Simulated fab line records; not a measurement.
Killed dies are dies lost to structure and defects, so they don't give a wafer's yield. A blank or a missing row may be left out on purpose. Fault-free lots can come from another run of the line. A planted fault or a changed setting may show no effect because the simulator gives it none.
Split-lot trial || flow n5-finfet || 21 wafers read across 7 lots, on a route 1938 steps long

== SPLIT DETAILS ==
At N5_BEOL_M12_TRENCH_ETCH_34 (etches SiOC in C4F8/O2/Ar, target depth 318.95 nm, time 125.5 s), the setting time-s was moved away from the recipe's 125.5 s on 5 of the 21 wafers read, by -19.7% to -5.7%. For the rest of the wafers, this setting stayed at what the recipe calls for.

== FROM THE SPLIT TO THE READING: what the file shows between them, 10 steps ==
- N5_BEOL_M12_STRIP_70: strips in C4F8/O2/Ar
- N5_BEOL_M12_OCD_MEAS_35
- N5_BEOL_M12_STRIP_37: strips in N2/H2
- N5_BEOL_M12_ETCH_38: etches SiCN in CF4/N2, target depth 68.7 nm, time 73.4 s
- N5_BEOL_M12_ECD_47: material Cu, target thk 720 nm
- N5_BEOL_M12_ANNEAL_48: time 90 s
- N5_BEOL_M12_CMP_49: polishes, stops on SiOC, t overpolish 20.6 s, target thk 320 nm
- N5_BEOL_M12_THK_MEAS_50: measures by xrf
- N5_BEOL_M12_PRE_CLEAN_52: time 15 s
- N5_BEOL_M12_DEP_53: deposits SiCN from 3MS/NH3, target thk 30 nm, time 10.5 s

== THE READING ==
M12_RS in ohm/sq, measured at N5_BEOL_M12_RS_MEAS_54 by four-point-probe. Typical for fault-free wafers on this fab line: 0.0600 ohm/sq, with standard deviation 0.001 ohm/sq.

{"wafer": "L088.3", "tool, chamber at the split": "rie-diel-04, 1", "time-s as run, s": 125.5, "against the recipe": "recipe", "M12_RS, ohm/sq": 0.0596, "against lot-mates on the recipe": "-"}
{"wafer": "L088.5", "tool, chamber at the split": "rie-diel-04, 0", "time-s as run, s": 125.5, "against the recipe": "recipe", "M12_RS, ohm/sq": 0.0605, "against lot-mates on the recipe": "-"}
{"wafer": "L088.6", "tool, chamber at the split": "rie-diel-04, 3", "time-s as run, s": 125.5, "against the recipe": "recipe", "M12_RS, ohm/sq": 0.0590, "against lot-mates on the recipe": "-"}
{"wafer": "L089.2", "tool, chamber at the split": "rie-diel-04, 0", "time-s as run, s": 100.8, "against the recipe": "-19.7%", "M12_RS, ohm/sq": 0.0762, "against lot-mates on the recipe": "+0.0169"}
{"wafer": "L089.5", "tool, chamber at the split": "rie-diel-04, 3", "time-s as run, s": 125.5, "against the recipe": "recipe", "M12_RS, ohm/sq": 0.0587, "against lot-mates on the recipe": "-"}
{"wafer": "L089.6", "tool, chamber at the split": "rie-diel-04, 0", "time-s as run, s": 125.5, "against the recipe": "recipe", "M12_RS, ohm/sq": 0.0600, "against lot-mates on the recipe": "-"}
{"wafer": "L090.4", "tool, chamber at the split": "rie-diel-04, 2", "time-s as run, s": 125.5, "against the recipe": "recipe", "M12_RS, ohm/sq": 0.0598, "against lot-mates on the recipe": "-"}
{"wafer": "L090.5", "tool, chamber at the split": "rie-diel-04, 3", "time-s as run, s": 125.5, "against the recipe": "recipe", "M12_RS, ohm/sq": 0.0586, "against lot-mates on the recipe": "-"}
{"wafer": "L090.6", "tool, chamber at the split": "rie-diel-04, 0", "time-s as run, s": 125.5, "against the recipe": "recipe", "M12_RS, ohm/sq": 0.0599, "against lot-mates on the recipe": "-"}
{"wafer": "L091.3", "tool, chamber at the split": "rie-diel-05, 1", "time-s as run, s": 125.5, "against the recipe": "recipe", "M12_RS, ohm/sq": 0.0616, "against lot-mates on the recipe": "-"}
{"wafer": "L091.4", "tool, chamber at the split": "rie-diel-05, 0", "time-s as run, s": 125.5, "against the recipe": "recipe", "M12_RS, ohm/sq": 0.0600, "against lot-mates on the recipe": "-"}
{"wafer": "L091.5", "tool, chamber at the split": "rie-diel-05, 1", "time-s as run, s": 125.5, "against the recipe": "recipe", "M12_RS, ohm/sq": 0.0620, "against lot-mates on the recipe": "-"}
{"wafer": "L092.2", "tool, chamber at the split": "rie-diel-04, 1", "time-s as run, s": 125.5, "against the recipe": "recipe", "M12_RS, ohm/sq": 0.0583, "against lot-mates on the recipe": "-"}
{"wafer": "L092.4", "tool, chamber at the split": "rie-diel-04, 0", "time-s as run, s": 111.1, "against the recipe": "-11.5%", "M12_RS, ohm/sq": 0.0683, "against lot-mates on the recipe": "+0.0100"}
{"wafer": "L092.5", "tool, chamber at the split": "rie-diel-04, 1", "time-s as run, s": 125.5, "against the recipe": "recipe", "M12_RS, ohm/sq": 0.0584, "against lot-mates on the recipe": "-"}
{"wafer": "L094.1", "tool, chamber at the split": "rie-diel-05, 0", "time-s as run, s": 125.5, "against the recipe": "recipe", "M12_RS, ohm/sq": 0.0601, "against lot-mates on the recipe": "-"}
{"wafer": "L094.5", "tool, chamber at the split": "rie-diel-05, 0", "time-s as run, s": 117.2, "against the recipe": "-6.6%", "M12_RS, ohm/sq": 0.0650, "against lot-mates on the recipe": "+0.0049"}
{"wafer": "L094.6", "tool, chamber at the split": "rie-diel-05, 3", "time-s as run, s": 117.2, "against the recipe": "-6.6%", "M12_RS, ohm/sq": 0.0648, "against lot-mates on the recipe": "+0.0047"}
{"wafer": "L093.3", "tool, chamber at the split": "rie-diel-05, 1", "time-s as run, s": 125.5, "against the recipe": "recipe", "M12_RS, ohm/sq": 0.0605, "against lot-mates on the recipe": "-"}
{"wafer": "L093.4", "tool, chamber at the split": "rie-diel-05, 3", "time-s as run, s": 125.5, "against the recipe": "recipe", "M12_RS, ohm/sq": 0.0593, "against lot-mates on the recipe": "-"}
{"wafer": "L093.5", "tool, chamber at the split": "rie-diel-05, 0", "time-s as run, s": 118.4, "against the recipe": "-5.7%", "M12_RS, ohm/sq": 0.0627, "against lot-mates on the recipe": "+0.0028"}

FIT RESULTS
A straight line over all 21 wafers: M12_RS changes by -0.000799 ohm/sq for each +1% of time-s; r = -0.97; the points scatter about the line by 0.001 ohm/sq.
The same after taking each lot's own level away (the mean of its wafers on the recipe; 21 wafers): -0.000831 ohm/sq for each +1%; r = -0.99; scatter 0.00075 ohm/sq.
Per that fit: largest time-s move, reading shift of 0.016 ohm/sq.
The lots' own levels span 0.05835 to 0.06120 ohm/sq, that is 2.8 times the standard deviation above.
The two slopes agree, so the slope changes little with the lot-to-lot level.
Check: for one of the wafers moved furthest among these (-19.7%), held out of the fit, the line's prediction against its lot-mates is +0.0153 ohm/sq. Against them it came out at +0.0169 ohm/sq.

== FURTHER SPLITS ON THESE WAFERS ==
Before the reading, these wafers also passed through other splits. Each is held against what the fit with the lots' levels taken away leaves over:
{"other split on the same wafers": "N5_BEOL_M10_COAT_22 spin-rpm", "wafers away from the commonest value": 8, "r with M12_RS (lot level and that fit taken away)": "+0.08"}
{"other split on the same wafers": "N5_BEOL_M11_COAT_63 spin-rpm", "wafers away from the commonest value": 13, "r with M12_RS (lot level and that fit taken away)": -0.09}
{"other split on the same wafers": "N5_BEOL_M11_COAT_22 spin-rpm", "wafers away from the commonest value": 5, "r with M12_RS (lot level and that fit taken away)": -0.16}
{"other split on the same wafers": "N5_BEOL_M12_ETCH_68 time-s", "wafers away from the commonest value": 6, "r with M12_RS (lot level and that fit taken away)": "+0.31"}

== THE WHOLE CHAIN: every reading that the file lists as answering this split, in the file's order ==
{"step": "N5_BEOL_M12_TRENCH_ETCH_34", "what it does": "etches SiOC in C4F8/O2/Ar, target depth 318.95 nm, time 125.5 s", "reading": "etch.depth-nm (the simulator's own value, which no gauge read)", "change (the file's fit)": "+3.49 nm for each +1% of the setting", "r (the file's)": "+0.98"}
{"step": "N5_BEOL_M12_OCD_MEAS_35", "what it does": "", "reading": "trench-depth-nm", "change (the file's fit)": "+3.48 nm for each +1% of the setting", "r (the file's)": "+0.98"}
{"step": "N5_BEOL_M12_CMP_49", "what it does": "polishes, stops on SiOC, t overpolish 20.6 s, target thk 320 nm", "reading": "Cu_of_BEOL_M12_ECD_47.thk-nm (the simulator's own value, which no gauge read)", "change (the file's fit)": "+3.5 nm for each +1% of the setting", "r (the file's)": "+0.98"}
{"step": "N5_BEOL_M12_THK_MEAS_50", "what it does": "measures by xrf", "reading": "M12_THK", "change (the file's fit)": "+3.44 for each +1% of the setting", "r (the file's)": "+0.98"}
{"step": "N5_BEOL_M12_RS_MEAS_54", "what it does": "measures by four-point-probe", "reading": "M12_RS", "change (the file's fit)": "-0.000827 for each +1% of the setting", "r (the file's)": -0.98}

== FILE'S OWN FIT ==
M12_RS changes by -0.000827 ohm/sq for each +1% of time-s, r = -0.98.
